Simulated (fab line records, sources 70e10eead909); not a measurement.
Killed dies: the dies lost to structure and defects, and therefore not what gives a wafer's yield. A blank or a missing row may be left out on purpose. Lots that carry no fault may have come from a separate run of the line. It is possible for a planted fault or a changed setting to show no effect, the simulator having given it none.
The tool behind it: which one? | flow nandHarc | 13 lots, 39 wafers sampled, at 3 steps of a route of 1302

## WHAT THE GAUGES READ, wafer by wafer
NHARC_P_GATE_CD_MEAS_59 targets a cd of 720 nm.
lot  | measured     | on       | cdNm (nm)
L863 | day 5 12:41  | cdSem-01 | 719.7 716.6 719.3
L864 | day 6 04:41  | cdSem-02 | 721.3 720.5 721.8
L866 | day 6 20:02  | cdSem-01 | 719.5 717.5 719.4
L865 | day 6 21:59  | cdSem-03 | - - -
L870 | day 8 06:59  | cdSem-01 | 720.7 721.5 722.5
L877 | day 11 19:12 | cdSem-03 | 720.8 720.8 722.0
L878 | day 11 18:50 | cdSem-02 | 720.6 721.3 718.8
L879 | day 12 08:02 | cdSem-02 | 722.8 722.9 721.8
L881 | day 13 00:46 | cdSem-01 | 720.7 719.9 717.8
L883 | day 13 15:55 | cdSem-01 | 717.4 718.8 718.9
L882 | day 13 16:13 | cdSem-03 | 718.9 720.5 720.7
L884 | day 14 03:56 | cdSem-03 | 719.9 719.5 720.6
L886 | day 15 06:55 | cdSem-02 | 720.1 719.0 718.5

## WHAT TOOL EACH LOT RAN ON (gives the tool, then ch and the chambers of the sampled wafers, and finally the start)
lot  | NHARC_P_GATE_DESCUM_13            | NHARC_P_GATE_EXPOSE_56
L863 | rieDiel-07 ch 0,3, day 4 07:32    | krfScanner-04 ch 0, day 5 12:32
L864 | rieDiel-10 ch 0,1,3, day 5 00:02  | krfScanner-04 ch 0, day 6 04:31
L866 | rieDiel-13 ch 0,3, day 5 13:35    | krfScanner-03 ch 0, day 6 19:52
L865 | rieDiel-10 ch 1,2, day 5 13:45    | krfScanner-03 ch 0, day 6 21:49
L870 | rieDiel-07 ch 0,3, day 7 03:46    | krfScanner-03 ch 0, day 8 06:50
L877 | rieDiel-10 ch 1,2,3, day 10 12:06 | krfScanner-04 ch 0, day 11 19:02
L878 | rieDiel-07 ch 1,2, day 10 12:16   | krfScanner-02 ch 0, day 11 18:41
L879 | rieDiel-13 ch 1,2, day 11 02:17   | krfScanner-03 ch 0, day 12 07:53
L881 | rieDiel-07 ch 0,1, day 11 20:43   | krfScanner-03 ch 0, day 13 00:37
L883 | rieDiel-10 ch 0,1,2, day 12 12:25 | krfScanner-04 ch 0, day 13 15:46
L882 | rieDiel-07 ch 0,1,3, day 12 12:35 | krfScanner-03 ch 0, day 13 16:03
L884 | rieDiel-13 ch 0,2,3, day 12 22:48 | krfScanner-03 ch 0, day 14 03:47
L886 | rieDiel-07 ch 2,3, day 14 00:26   | krfScanner-02 ch 0, day 15 06:46
- NHARC_P_GATE_DESCUM_13: chemistry O2, time 3 s.
- NHARC_P_GATE_EXPOSE_56: exposes mask P PSD, target cd 720 nm.

## AS READ BY THE TOOLS THEMSELVES (means over the sampled wafers that have a number; for cases with no such wafer, the mark the record gives instead)
NHARC_P_GATE_DESCUM_13.
lot  | tool       | drypumpMotorCurrentA (A) | oesProductAu (a.u.) | rfVppV (V) | showerheadPlenumPTorr (Torr) | throttleValvePct (%)
L863 | rieDiel-07 | 6.1                      | 0.986               | 57.3       | 1.88                         | 11.306
L864 | rieDiel-10 | 5.7                      | 1.005               | 58.4       | 1.92                         | 11.306
L866 | rieDiel-13 | 5.9                      | 1.003               | 57.8       | 1.97                         | 11.313
L865 | rieDiel-10 | 6.1                      | 1.000               | 58.4       | 1.98                         | 11.319
L870 | rieDiel-07 | 6.0                      | 0.990               | 57.5       | 1.95                         | 11.304
L877 | rieDiel-10 | 5.9                      | 0.992               | 57.9       | 1.95                         | 11.310
L878 | rieDiel-07 | 5.7                      | 0.989               | 57.9       | 1.89                         | 11.311
L879 | rieDiel-13 | 5.2                      | 0.998               | 57.3       | 2.02                         | 11.313
L881 | rieDiel-07 | 6.2                      | 0.990               | 55.9       | 1.83                         | 11.302
L883 | rieDiel-10 | 5.9                      | 0.995               | 58.6       | 1.94                         | 11.312
L882 | rieDiel-07 | 6.1                      | 0.997               | 57.4       | 1.90                         | 11.313
L884 | rieDiel-13 | 5.7                      | 0.999               | 57.6       | 1.97                         | 11.313
L886 | rieDiel-07 | 5.5                      | 0.992               | 58.0       | 1.98                         | 11.317

NHARC_P_GATE_EXPOSE_56.
lot  | tool          | stageVelMmS (mm/s)
L863 | krfScanner-04 | 499.67
L864 | krfScanner-04 | 500.04
L866 | krfScanner-03 | 500.07
L865 | krfScanner-03 | 499.92
L870 | krfScanner-03 | 500.45
L877 | krfScanner-04 | 499.39
L878 | krfScanner-02 | 500.23
L879 | krfScanner-03 | 499.98
L881 | krfScanner-03 | 499.56
L883 | krfScanner-04 | 500.06
L882 | krfScanner-03 | 499.90
L884 | krfScanner-03 | 499.99
L886 | krfScanner-02 | 500.01

## THE ANSWER, worked out from the rows above alone
Rule: usual is defined by the lots themselves. The widest of any qualifying gaps counts: lots, ordered by their means at a reading, are off when they make up no more than a third of the lots, leave a main group of 4 or more, and stand apart from it by 3 or more times the standard deviation of that group's means. The tables above print the reading to a certain number of digits; a main group whose means all agree to those digits is not used. Also off: a lot with no number at a reading for which 4 or more lots have one. Any other lot the step has rows for is counted as sound. First the gauges in route order, then the tools' own readings, where a lot's mean is used as printed above. The first step at which some lot is off is used, and at that step the reading that is off furthest; a lot without a number counts as furthest.
Off: L865 (NHARC_P_GATE_CD_MEAS_59, cdNm). Without a number there: L865. Main group: mean 720.1 nm, sd 1.2.
If a tool, at a process step before that reading, ran all the lots that are off and no sound lot after the first of them, it fits. The gauges at NHARC_P_GATE_CD_MEAS_59 are tried like those tools. Not one of the candidates tried fits.

## WHAT THE SIMULATOR HAD PUT IN
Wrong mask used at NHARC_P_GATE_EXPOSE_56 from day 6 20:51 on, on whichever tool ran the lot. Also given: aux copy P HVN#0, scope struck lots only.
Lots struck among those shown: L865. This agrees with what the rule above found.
